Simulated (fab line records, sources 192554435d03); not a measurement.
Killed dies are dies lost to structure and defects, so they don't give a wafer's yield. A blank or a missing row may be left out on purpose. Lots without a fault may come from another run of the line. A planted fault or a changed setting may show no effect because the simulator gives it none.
fab line records | flow n5_finfet | part 1 of 2: steps 1 to 16 of 21
record lots=5 wafers=15 last_day=18
route steps=1938 shown FIN_SAQP@119
lots that met no fault: from a run of the same line without faults
start_h: hours from the record's first day to the start of the lot's first wafer shown | wait_h: hours since the lot's step before | " the same as in the row above | L1.1+2: a row that stands for several wafers | - no value, or no start given | * or withheld: withheld | < > ~ a bound
route shown NAME@n: a module of which the file shows steps, and the number in the route of the first | usual: mean/standard deviation of fault-free wafers | same: alike in all rows | chamber/n: place in a boat | sites: the reading at each site | _std_site: their standard deviation | _edge_site: outer sites' mean less inner sites' | radius_mm: how far each site lies from the wafer's centre | mask NAME#n: copy n | behind: the tool/chamber that last shaped the wafer | hold: why the lot was held/for how many hours/how that ended | device: the transistor (n, p or np) that didn't switch | end of line: the same wafers' tests at the end of the route | a step without rows: its recipe alone | killed: dies lost to structure and defects at the first sort, not the wafer's yield | map: a wafer's dies, x killed, . not, _ none there
set.NAME: the setting as run; set.NAME@STEP: as run at that earlier step | model.NAME: the simulator's own value behind a step, which no gauge read
lots at some steps of the route; a table a step, a row a wafer
services: from which hour (start_h, from the record's first day; less than 0 if before it) a tool's chamber was out of use, for how many hours, and why
## steps
# step N5_FIN_SAQP_STRIP_74
# recipe chemistry=CHF3/O2 resist=SiARC rf_frequency_hz=6e+07
# columns lot.wafer tool chamber start_h wait_h
L076.2+4+6 rie_diel-05 3,2,3 34.18 0.0
L082.1+4+5 rie_diel-06 1,0,3 70.30 0.0
L088.1+3+4 rie_diel-05 2,1,0 107.59 0.0
L095.2+5+6 rie_diel-05 1,1,0 148.50 0.0
L097.1+4+6 rie_diel-05 3,0,2 159.99 0.0
# step N5_FIN_SAQP_MANDREL_ETCH_22
# recipe target_depth_a=600 chemistry=HBr/Cl2 target=a-Si stop_on=SiNx bt_time_s=10 over_etch_frac=0.5 time_s=30 pressure_mtorr=10 icp_w=800 bias_w=75 HBr_flow_sccm=150 Cl2_flow_sccm=80 ends=end_point
# usual drypump_motor_current_A=5.5/0.58 oes_product_au=0.762/0.013 throttle_valve_pct=35.39/0.28
# columns lot.wafer tool chamber start_h wait_h drypump_motor_current_A oes_product_au rf_hours_counter_h throttle_valve_pct
L076.2 rie_si-01 3 34.21 0.0 6.6 0.751 5 35.10
L076.4 " 2 " " 5.9 0.776 37 35.12
L076.6 " 2 " " 5.9 0.774 - 35.09
L082.1 rie_si-04 0 70.33 0.0 5.8 0.758 99 35.23
L082.4 " 3 " " 5.5 0.765 86 35.50
L082.5 " 1 " " 4.8 0.752 - 35.70
L088.1 rie_si-01 2 107.62 0.0 5.9 0.782 39 35.11
L088.3 " 0 " " 5.8 0.787 2 35.13
L088.4 " 3 " " 6.6 0.761 6 35.09
L095.2 rie_si-03 2 148.53 0.0 5.7 0.749 146 35.68
L095.5 " 2 " " 5.8 0.746 - 35.67
L095.6 " 3 " " 6.3 0.753 - 35.56
L097.1 rie_si-04 0 160.03 0.0 5.8 0.771 101 35.19
L097.4 " 2 " " 4.8 0.745 116 34.85
L097.6 " 0 " " 5.8 0.766 - 35.21
# step N5_FIN_SAQP_STRIP_55
# recipe chemistry=N2/H2 power_w=500 temp_c=40 pressure_mtorr=50 rf_frequency_hz=6e+07 overash_fraction=0.3 bias_power_w=28 h2_frac=0.5 n2_flow_sccm=300 h2_flow_sccm=300
# usual drypump_motor_current_A=5.6/0.58 oes_product_au=0.78/0.09 rf_vpp_V=121.7/1.4 showerhead_plenum_p_Torr=3.36/0.11 temp_c=39.97/0.11 throttle_valve_pct=18.7/0.33
# columns lot.wafer tool chamber start_h wait_h drypump_motor_current_A oes_product_au rf_hours_counter_h rf_vpp_V showerhead_plenum_p_Torr temp_c throttle_valve_pct
L076.2 rie_diel-06 1 34.31 0.1 5.1 0.69 204 120.6 3.33 39.98 18.6
L076.4 " 0 " " 5.0 0.99 7 123.3 3.58 39.95 18.3
L076.6 " 1 " " 5.1 0.71 - 122.5 3.33 39.98 18.6
L082.1 rie_diel-06 0 70.43 0.1 5.0 0.94 18 125.1 3.58 40.01 18.3
L082.4 " 2 " " 6.4 0.72 200 122.5 3.19 39.96 19.3
L082.5 " 2 " " 6.5 0.72 - 120.5 3.19 40.15 19.3
L088.1 rie_diel-06 0 107.72 0.1 5.0 0.95 28 121.6 3.57 40.04 18.3
L088.3 " 1 " " 5.1 0.68 228 123.9 3.32 39.80 18.6
L088.4 " 2 " " 6.5 0.72 213 120.9 3.18 39.95 19.3
L095.2 rie_diel-06 1 148.63 0.1 5.1 0.67 243 122.1 3.31 39.99 18.7
L095.5 " 1 " " 5.1 0.66 - 123.9 3.31 39.97 18.7
L095.6 " 0 " " 5.0 0.89 - 122.7 3.56 39.91 18.4
L097.1 rie_diel-06 0 160.13 0.1 5.0 0.89 46 121.3 3.56 40.09 18.4
L097.4 " 3 " " 6.6 0.71 209 122.1 3.44 39.82 19.0
L097.6 " 2 " " 6.5 0.71 - 118.4 3.17 39.98 19.3
# step N5_FIN_SAQP_STRIP_23
# recipe chemistry=SPM time_s=750 temp_c=130 h2so4_h2o2_vol_ratio=4
# usual temp_c=130.02/0.14
# columns lot.wafer tool chamber start_h wait_h temp_c
L076.2 wet_bench-06 7 34.38 - 129.99
L076.4 " 6 " " 130.14
L076.6 " 4 " " 130.33
L082.1 wet_bench-06 5 70.50 - 130.01
L082.4 " 1 " " 130.16
L082.5 " 0 " " 130.03
L088.1 wet_bench-01 4 107.79 - 129.93
L088.3 " 2 " " 130.14
L088.4 " 7 " " 130.04
L095.2 wet_bench-05 3 148.70 - 130.11
L095.5 " 7 " " 129.96
L095.6 " 6 " " 129.99
L097.1 wet_bench-05 5 160.20 - 129.79
L097.4 " 6 " " 129.92
L097.6 " 4 " " 129.99
# step N5_FIN_SAQP_SRD_66
# recipe dry=ipa_marangoni time_s=30 temp_c=23 rinse_liquid=diw
# usual temp_c=23.00/0.1
# columns lot.wafer tool chamber start_h wait_h temp_c
L076.2 wet_bench-06 7 34.60 0.0 23.10
L076.4 " 6 " " 22.89
L076.6 " 4 " " 23.12
L082.1 wet_bench-06 5 70.73 0.0 23.20
L082.4 " 1 " " 22.96
L082.5 " 0 " " 23.03
L088.1 wet_bench-01 4 108.00 0.0 22.99
L088.3 " 2 " " 22.85
L088.4 " 7 " " 22.98
L095.2 wet_bench-05 3 149.12 0.0 23.19
L095.5 " 7 " " 23.08
L095.6 " 6 " " 22.98
L097.1 wet_bench-05 5 160.41 0.0 23.02
L097.4 " 6 " " 23.05
L097.6 " 4 " " 22.81
# step N5_FIN_SAQP_RECESS_75
# recipe chemistry=HF/NH3 target=SiO2 target_depth_a=144 afs_cycles=3 temp_c=30 sublimation_temp_c=180 sublimation_time_s=60
# usual drypump_motor_current_A=5.6/0.35 temp_c=30.01/0.13
# columns lot.wafer tool chamber start_h wait_h drypump_motor_current_A temp_c
L076.2 vapor_etch-02 1 34.65 0.0 6.2 29.94
L076.4 " 0 " " 5.3 30.11
L076.6 " 0 " " 5.3 29.91
L082.1 vapor_etch-02 0 70.78 0.0 5.3 30.01
L082.4 " 0 " " 5.3 29.90
L082.5 " 1 " " 6.2 29.81
L088.1 vapor_etch-01 0 108.04 0.0 5.4 30.13
L088.3 " 0 " " 5.4 30.22
L088.4 " 1 " " 5.4 29.79
L095.2 vapor_etch-01 0 149.28 0.1 5.4 30.08
L095.5 " 0 " " 5.4 29.97
L095.6 " 1 " " 5.4 30.11
L097.1 vapor_etch-02 1 160.45 0.0 6.2 30.20
L097.4 " 0 " " 5.3 30.13
L097.6 " 1 " " 6.2 30.10
# step N5_FIN_SAQP_SPACER1_ALD_24
# recipe material=SiO2 target_thk_a=203 temp_c=300 ald_precursor_family=BDEAS ald_co_reactant=O2-plasma pulse_time_s=1 purge_time_s=2 co_reactant_purge_time_s=2 ald_cycles=218 pressure_torr=2
# usual heater_power_w=463/65 precursor_pulse_height_rel=1.001/0.021 susceptor_temp_C=300.01/0.19
# same purge_time_s=2
# columns lot.wafer tool chamber start_h wait_h heater_power_w precursor_pulse_height_rel susceptor_temp_C
L076.2 ald_sin-04 1 35.32 0.5 426 1.004 299.99
L076.4 " 3 " " 375 0.996 299.84
L076.6 " 1 " " 425 0.953 300.21
L082.1 ald_sin-04 0 71.16 0.3 533 0.994 299.79
L082.4 " 1 " " 429 0.981 299.82
L082.5 " 1 " " 423 1.025 300.00
L088.1 ald_sin-04 3 108.43 0.3 386 0.942 300.34
L088.3 " 0 " " 536 0.997 299.56
L088.4 " 2 " " 505 1.036 299.80
L095.2 ald_sin-01 1 149.66 0.3 426 1.010 300.11
L095.5 " 2 " " 553 0.997 300.16
L095.6 " 3 " " 542 1.011 299.92
L097.1 ald_sin-04 1 160.84 0.3 419 1.010 300.05
L097.4 " 0 " " 525 1.030 300.06
L097.6 " 2 " " 497 1.005 299.86
# step N5_FIN_SAQP_SPACER1_ETCHBACK_25
# recipe chemistry=CHF3/O2 mode=anisotropic_etchback target=SiO2 target_depth_a=244 time_s=12.2 pressure_mtorr=30 source_w=650 bias_w=170 Ar_flow_sccm=200 CHF3_flow_sccm=50 O2_flow_sccm=5 ion_energy_ev=200
# usual drypump_motor_current_A=5.6/0.45 mfc_ar_sccm=200.1/0.65 oes_o_777_au=0.80/0.084 oes_product_au=0.80/0.087 rf_vpp_V=526/14 showerhead_plenum_p_Torr=2.42/0.071 throttle_valve_pct=18.69/0.26
# columns lot.wafer tool chamber start_h wait_h drypump_motor_current_A mfc_ar_sccm oes_o_777_au oes_product_au rf_hours_counter_h rf_vpp_V showerhead_plenum_p_Torr throttle_valve_pct
L076.2 rie_diel-02 3 36.08 0.4 5.8 200.9 0.84 0.87 57 518 2.45 18.58
L076.4 " 0 " " 5.7 199.9 0.92 0.92 19 528 2.37 18.47
L076.6 " 2 " " 5.4 200.5 0.67 0.67 - 540 2.26 18.60
L082.1 rie_diel-05 2 71.97 0.5 5.6 199.5 0.84 0.83 68 528 2.45 18.79
L082.4 " 1 " " 4.8 200.0 0.70 0.69 231 508 2.37 18.57
L082.5 " 0 " " 5.3 202.0 0.83 0.84 - 515 2.37 18.62
L088.1 rie_diel-06 3 109.14 0.4 6.6 201.3 0.74 0.72 192 531 2.48 19.01
L088.3 " 1 " " 5.1 200.0 0.70 0.68 228 510 2.37 18.83
L088.4 " 0 " " 4.9 199.4 0.93 0.93 28 536 2.56 18.50
L095.2 rie_diel-02 3 150.38 0.4 5.8 200.5 0.80 0.81 99 517 2.43 18.64
L095.5 " 1 " " 6.0 199.3 0.72 0.72 - 545 2.48 18.95
L095.6 " 0 " " 5.7 199.8 0.87 0.86 - 525 2.36 18.52
L097.1 rie_diel-02 0 161.55 0.4 5.7 200.5 0.85 0.85 61 526 2.35 18.53
L097.4 " 2 " " 5.4 199.4 0.91 0.88 34 548 2.53 18.28
L097.6 " 3 " " 5.8 199.8 0.80 0.81 - 516 2.43 18.66
# step N5_FIN_SAQP_MANDREL1_REMOVE_56
# recipe chemistry=HBr/Cl2/O2 bt_time_s=10 target=a-Si stop_on=SiNx endpoint=OES-SiCl over_etch_frac=1 icp_w=600 bias_w=22 HBr_flow_sccm=150 Cl2_flow_sccm=80 O2_flow_sccm=5 pressure_mtorr=10
# usual drypump_motor_current_A=5.6/0.6 oes_o_777_au=1.01/0.039 oes_product_au=0.998/0.016 throttle_valve_pct=36.69/0.28
# columns lot.wafer tool chamber start_h wait_h drypump_motor_current_A oes_o_777_au oes_product_au rf_hours_counter_h throttle_valve_pct
L076.2 rie_si-01 3 36.17 0.1 6.6 1.03 0.999 5 36.44
L076.4 " 2 " " 5.9 1.03 1.008 38 36.42
L076.6 " 3 " " 6.6 1.03 1.000 - 36.44
L082.1 rie_si-03 0 72.06 0.1 4.7 1.02 1.002 123 37.10
L082.4 " 3 " " 6.3 0.96 0.969 17 36.93
L082.5 " 0 " " 4.7 1.01 1.006 - 37.11
L088.1 rie_si-01 2 109.23 0.1 5.9 1.04 0.993 39 36.43
L088.3 " 3 " " 6.6 1.03 0.999 6 36.44
L088.4 " 1 " " 5.9 1.01 1.004 12 36.78
L095.2 rie_si-04 1 150.47 0.1 4.8 1.01 0.976 58 37.06
L095.5 " 2 " " 4.8 1.06 0.967 - 36.17
L095.6 " 1 " " 4.8 1.01 0.984 - 37.06
L097.1 rie_si-03 3 161.64 0.1 6.3 0.96 0.957 18 36.92
L097.4 " 1 " " 4.8 1.04 1.006 92 36.82
L097.6 " 3 " " 6.3 0.96 0.967 - 36.94
# step N5_FIN_SAQP_CD_MEAS_27
# recipe target_cd_nm=20 landing_energy_ev=1000 detector=se_inlens polarity=line
# usual cd_nm=20.33/0.21
# columns lot.wafer tool chamber start_h wait_h cd_nm
L076.2 cd_sem-02 0 36.28 0.1 20.23
L076.4 " 0 " " 20.11
L076.6 " 0 " " 20.17
L082.1 cd_sem-03 0 72.17 0.1 20.52
L082.4 " 0 " " 20.28
L082.5 " 0 " " 20.65
L088.1 cd_sem-03 0 109.34 0.1 20.32
L088.3 " 0 " " 20.07
L088.4 " 0 " " 20.08
L095.2 cd_sem-03 0 150.58 0.1 20.29
L095.5 " 0 " " 20.19
L095.6 " 0 " " 20.26
L097.1 cd_sem-02 0 161.75 0.1 20.38
L097.4 " 0 " " 20.04
L097.6 " 0 " " 20.42
# step N5_FIN_SAQP_ETCH_57
# recipe chemistry=CH3F/O2 target=SiNx mask_material=SiO2 target_depth_a=325 time_s=46.4 pressure_mtorr=30 source_w=395 bias_w=73 Ar_flow_sccm=150 CH3F_flow_sccm=30 O2_flow_sccm=20 ion_energy_ev=120 ends=cleared
# usual drypump_motor_current_A=5.6/0.56 etch_rf_on_time_s=46.4/1 mfc_ar_sccm=150.0/0.48 oes_o_777_au=0.80/0.091 oes_product_au=0.68/0.081 rf_vpp_V=298/7.8 showerhead_plenum_p_Torr=2.02/0.066 throttle_valve_pct=16.2/0.32
# columns lot.wafer tool chamber start_h wait_h drypump_motor_current_A etch_rf_on_time_s mfc_ar_sccm oes_o_777_au oes_product_au rf_hours_counter_h rf_vpp_V showerhead_plenum_p_Torr throttle_valve_pct
L076.2 rie_diel-05 0 36.48 0.2 5.2 46.7 150.1 0.83 0.73 50 292 1.97 16.1
L076.4 " 3 " " 5.4 46.5 149.1 0.73 0.61 195 298 2.00 16.3
L076.6 " 2 " " 5.6 47.1 150.5 0.85 0.73 - 301 2.04 16.2
L082.1 rie_diel-02 2 72.21 0.0 5.3 45.4 150.2 0.97 0.83 4 311 2.12 15.7
L082.4 " 2 " " 5.3 45.7 149.9 0.97 0.83 - 310 2.12 15.7
L082.5 " 3 " " 5.8 45.7 150.0 0.84 0.72 - 294 2.02 16.0
L088.1 rie_diel-06 0 109.39 0.0 5.0 44.6 149.8 0.92 0.80 28 305 2.13 15.9
L088.3 " 1 " " 5.1 45.5 149.6 0.70 0.58 228 290 1.97 16.3
L088.4 " 3 " " 6.6 47.2 149.8 0.72 0.61 192 300 2.06 16.5
L095.2 rie_diel-02 1 150.63 0.0 6.0 46.3 150.3 0.72 0.62 204 308 2.06 16.4
L095.5 " 3 " " 5.8 45.8 150.0 0.81 0.68 - 293 2.02 16.1
L095.6 " 0 " " 5.7 45.5 150.9 0.88 0.73 - 300 1.95 16.0
L097.1 rie_diel-06 1 161.80 0.0 5.1 46.3 150.6 0.70 0.57 247 290 1.97 16.4
L097.4 " 0 " " 5.0 47.1 150.3 0.90 0.77 47 304 2.12 15.9
L097.6 " 3 " " 6.6 48.0 150.7 0.71 0.60 - 300 2.05 16.5
# step N5_FIN_SAQP_ETCH_65
# recipe chemistry=CF4 target=SiO2 target_depth_a=40 ion_energy_ev=350 time_s=4.4 pressure_mtorr=10 icp_w=800 bias_w=400 cf4_flow_sccm=80
# usual drypump_motor_current_A=5.6/0.62 oes_product_au=1.003/0.017 throttle_valve_pct=21.77/0.17
# columns lot.wafer tool chamber start_h wait_h drypump_motor_current_A oes_product_au rf_hours_counter_h throttle_valve_pct
L076.2 rie_si-04 0 36.59 0.1 5.8 1.008 98 21.85
L076.4 " 3 " " 5.5 0.988 85 21.84
L076.6 " 1 " " 4.8 0.992 - 21.93
L082.1 rie_si-01 2 72.32 0.1 5.9 1.024 38 21.70
L082.4 " 0 " " 5.8 1.027 2 21.63
L082.5 " 1 " " 5.9 1.004 - 21.80
L088.1 rie_si-03 0 109.50 0.1 4.7 1.013 123 22.13
L088.3 " 3 " " 6.3 0.973 17 21.91
L088.4 " 2 " " 5.7 0.973 145 21.81
L095.2 rie_si-03 3 150.73 0.1 6.3 0.974 18 21.91
L095.5 " 0 " " 4.7 1.012 - 22.13
L095.6 " 1 " " 4.8 1.012 - 21.79
L097.1 rie_si-01 0 161.91 0.1 5.8 1.042 3 21.64
L097.4 " 2 " " 5.9 1.030 40 21.71
L097.6 " 2 " " 5.9 1.018 - 21.73
# step N5_FIN_SAQP_MANDREL_ETCH_58
# recipe chemistry=HBr/Cl2 target=a-Si target_depth_a=450 bt_time_s=10 stop_on=SiNx mask_material=SiO2 over_etch_frac=0.8 time_s=27 pressure_mtorr=10 icp_w=800 bias_w=75 HBr_flow_sccm=150 Cl2_flow_sccm=80 ends=end_point
# usual drypump_motor_current_A=5.6/0.62 oes_product_au=0.700/0.011 throttle_valve_pct=35.55/0.27
# columns lot.wafer tool chamber start_h wait_h drypump_motor_current_A oes_product_au rf_hours_counter_h throttle_valve_pct
L076.2 rie_si-04 0 36.62 0.0 5.8 0.699 98 35.39
L076.4 " 3 " " 5.5 0.704 85 35.72
L076.6 " 1 " " 4.9 0.685 - 35.93
L082.1 rie_si-01 2 72.36 0.0 5.9 0.701 38 35.31
L082.4 " 0 " " 5.8 0.704 2 35.36
L082.5 " 1 " " 5.9 0.700 - 35.66
L088.1 rie_si-03 0 109.53 0.0 4.7 0.700 123 35.98
L088.3 " 3 " " 6.3 0.669 17 35.76
L088.4 " 2 " " 5.7 0.705 145 35.83
L095.2 rie_si-03 3 150.77 0.0 6.3 0.682 18 35.77
L095.5 " 0 " " 4.7 0.699 - 35.97
L095.6 " 1 " " 4.7 0.705 - 35.67
L097.1 rie_si-01 0 161.94 0.0 5.8 0.702 3 35.38
L097.4 " 2 " " 5.9 0.718 40 35.29
L097.6 " 2 " " 5.9 0.708 - 35.30
# step N5_FIN_SAQP_RECESS_63
# recipe chemistry=HF/NH3 target=SiO2 target_depth_a=180 afs_cycles=3 temp_c=30 sublimation_temp_c=180 sublimation_time_s=60
# usual drypump_motor_current_A=5.6/0.37 temp_c=30.00/0.11
# columns lot.wafer tool chamber start_h wait_h drypump_motor_current_A temp_c
L076.2 vapor_etch-02 0 36.70 0.1 5.3 29.93
L076.4 " 0 " " 5.3 30.04
L076.6 " 0 " " 5.3 29.90
L082.1 vapor_etch-02 1 72.44 0.1 6.2 29.88
L082.4 " 1 " " 6.2 29.96
L082.5 " 1 " " 6.2 30.05
L088.1 vapor_etch-02 1 109.61 0.1 6.2 29.84
L088.3 " 1 " " 6.2 29.86
L088.4 " 0 " " 5.3 29.96
L095.2 vapor_etch-01 1 150.85 0.1 5.4 29.82
L095.5 " 1 " " 5.4 29.84
L095.6 " 0 " " 5.4 29.90
L097.1 vapor_etch-02 1 162.02 0.1 6.2 29.89
L097.4 " 0 " " 5.3 30.07
L097.6 " 1 " " 6.2 30.13
# step N5_FIN_SAQP_COAT_68
# recipe resist=SOC temp_c=250 time_s=60 spin_rpm=1500 resist_thk_nm=100
# usual spin_speed_rpm=1500.1/0.96
# columns lot.wafer tool chamber start_h wait_h spin_speed_rpm
L076.2 litho_track-04 0 37.21 0.3 1500.8
L076.4 " 0 " " 1499.9
L076.6 " 0 " " 1501.0
L082.1 litho_track-04 0 72.82 0.3 1499.7
L082.4 " 0 " " 1500.4
L082.5 " 0 " " 1500.8
L088.1 litho_track-04 0 110.00 0.3 1500.2
L088.3 " 0 " " 1500.0
L088.4 " 0 " " 1499.8
L095.2 litho_track-02 0 151.24 0.3 1502.1
L095.5 " 0 " " 1500.8
L095.6 " 0 " " 1501.4
L097.1 litho_track-02 0 162.41 0.3 1502.4
L097.4 " 0 " " 1500.7
L097.6 " 0 " " 1500.5
# step N5_FIN_SAQP_ETCH_69
# recipe chemistry=N2/H2 target=SOC target_depth_a=1500 stop_on=SiNx ion_energy_ev=100 bias_w=61 pressure_mtorr=30 source_w=850 n2_flow_sccm=200 h2_flow_sccm=200
# usual drypump_motor_current_A=5.6/0.61 oes_product_au=0.77/0.084 rf_vpp_V=240.8/1.4 showerhead_plenum_p_Torr=2.55/0.091 throttle_valve_pct=17.70/0.29
# columns lot.wafer tool chamber start_h wait_h drypump_motor_current_A oes_product_au rf_hours_counter_h rf_vpp_V showerhead_plenum_p_Torr throttle_valve_pct
L076.2 rie_diel-06 2 37.27 - 6.4 0.73 189 241.5 2.41 18.21
L076.4 " 1 " " 5.1 0.69 205 241.2 2.52 17.68
L076.6 " 2 " " 6.5 0.72 - 239.7 2.41 18.23
L082.1 rie_diel-05 1 72.88 - 4.9 0.69 231 239.3 2.50 17.50
L082.4 " 3 " " 5.4 0.71 204 240.0 2.53 17.82
L082.5 " 0 " " 5.2 0.83 - 240.1 2.48 17.57
L088.1 rie_diel-06 3 110.08 - 6.7 0.71 192 241.6 2.61 17.89
L088.3 " 1 " " 5.1 0.68 229 239.5 2.51 17.73
L088.4 " 0 " " 5.0 0.92 28 243.1 2.71 17.38
L095.2 rie_diel-06 3 151.30 - 6.7 0.70 207 241.4 2.61 17.92
L095.5 " 2 " " 6.4 0.70 - 239.1 2.40 18.30
L095.6 " 1 " " 5.1 0.67 - 241.2 2.50 17.76
L097.1 rie_diel-06 0 162.49 - 5.0 0.88 47 242.8 2.70 17.41
L097.4 " 3 " " 6.7 0.70 210 242.0 2.61 17.92
L097.6 " 1 " " 5.1 0.67 - 238.6 2.50 17.77
